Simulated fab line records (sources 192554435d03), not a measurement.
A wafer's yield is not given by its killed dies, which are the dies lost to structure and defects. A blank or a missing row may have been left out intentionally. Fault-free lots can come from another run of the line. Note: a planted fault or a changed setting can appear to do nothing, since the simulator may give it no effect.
A struck lot beside a sound one | flow n5-finfet | 15 steps out of a route of 1938
Sound: the wafers L227.2, L227.4, L227.5. Struck: wafer L239.1. (L239.2 of the same lot was not struck and is left out.) The cause comes at the end.
For every step that has rows: the tool of each side, followed by ch and its chambers, followed by its first start. Under that, the readings that differ: sound wafers | struck wafers | difference of the means | sigmas: that difference in standard deviations of wafers without a fault.
alike: readings with means less than 2 such deviations apart, plus words and numbers identical on both sides. not compared: withheld readings, readings lacking a value on some wafer, bounds such as >300 that could conceal the same value, and numbers that have no deviation in the record and whose values overlap.
Wherever a step has rows on one side only, a row that says differs or no value, or a row with sigmas, the two part there. Non-overlapping numbers with no deviation appear without sigmas and do not part them. Lack of a reading on every wafer of one side parts them only where that side has two or more wafers.

first, 6 steps without rows for these wafers: N5_BEOL_M3_COAT_05 (resist thk 30 nm); N5_BEOL_M3_EBR_07; N5_BEOL_M3_SOFTBAKE_06 (time 60 s); N5_BEOL_M3_EXPOSE_08 (exposes mask M3); N5_BEOL_M3_PEB_09 (peb time 60 s); N5_BEOL_M3_DEVELOP_10 (develop time 30 s).
N5_BEOL_M3_CD_MEAS_11 targets a cd of 17.05 nm.
  sound on cd-sem-01 ch 0, day 8 13:55; struck on cd-sem-01 ch 0, day 11 23:43
  alike: cd-nm
N5_BEOL_M3_OVL_MEAS_12:
  sound on overlay-02 ch 0, day 8 13:57; struck on overlay-01 ch 0, day 11 23:45
  alike: M3_OVL
N5_BEOL_M3_INSPECT_13: inspects for defects (brightfield).
  sound: defect-inspect-02 at day 8 14:01; struck: defect-inspect-01 at day 11 23:49
  alike: raw-defect-count
N5_BEOL_M3_DESCUM_16: chemistry O2, time 7 s.
  sound on rie-diel-02 ch 0,1,3, day 8 14:02; struck on rie-diel-01 ch 0, day 11 23:51
  alike: drypump-motor-current-A, oes-product-au, rf-vpp-V, showerhead-plenum-p-Torr, throttle-valve-pct
  not compared: rf-hours-counter-h
N5_BEOL_M3_ETCH_74: etches underlayer in N2/H2, target depth 6.5 nm, time 5.2 s.
  sound on rie-diel-02 ch 0,1,3, day 8 14:04; struck on rie-diel-01 ch 0, day 11 23:53
  alike: drypump-motor-current-A, etch-rf-on-time-s, oes-product-au, rf-vpp-V, showerhead-plenum-p-Torr, throttle-valve-pct
  not compared: rf-hours-counter-h
N5_BEOL_M3_ETCH_63: etches SiARC in CF4, target depth 15.6 nm, time 26 s.
  sound on rie-diel-02 ch 0,1,3, day 8 14:05; struck on rie-diel-01 ch 0, day 11 23:54
  alike: drypump-motor-current-A, etch-rf-on-time-s, oes-product-au, rf-vpp-V, showerhead-plenum-p-Torr, throttle-valve-pct
  not compared: rf-hours-counter-h
N5_BEOL_M3_ETCH_64: etches SOC in N2/H2, target depth 75 nm, overetch 15 nm, time 112.5 s.
  sound on rie-diel-02 ch 0,1,3, day 8 14:07; struck on rie-diel-01 ch 0, day 11 23:56
  reading                                    | sound       | struck | difference | sigmas
  model.SiARC_of_BEOL_M3_COAT_62.thk-nm (nm) | 6.8 6.8 7   | 7.6    | +0.7       |
  model.BEOL_M3.cd-offset-nm (nm)            | -0.2 0 -0.2 | -1     | -1         |
  alike: drypump-motor-current-A, oes-product-au, rf-vpp-V, showerhead-plenum-p-Torr, throttle-valve-pct
  not compared: rf-hours-counter-h
then, 1 step without rows for these wafers: N5_BEOL_M3_STRIP_65 (strips in N2/H2).
N5_BEOL_M4_RC_MEAS_101:
  sound on prober-02 ch 0, day 10 16:28; struck on prober-02 ch 0, day 13 15:56
  reading       | sound          | struck | difference | sigmas
  SS_P (mV/dec) | 73.9 74.3 73.8 | 72.1   | -1.9       | -3
  alike: DIBL_N, DIBL_P, IOFF_N, IOFF_P, ION_N, ION_P, SS_N, VT_N, VT_P

## WHERE THEY PART
Within this record, at N5_BEOL_M4_RC_MEAS_101 only.

WHY: the cause the simulator had injected
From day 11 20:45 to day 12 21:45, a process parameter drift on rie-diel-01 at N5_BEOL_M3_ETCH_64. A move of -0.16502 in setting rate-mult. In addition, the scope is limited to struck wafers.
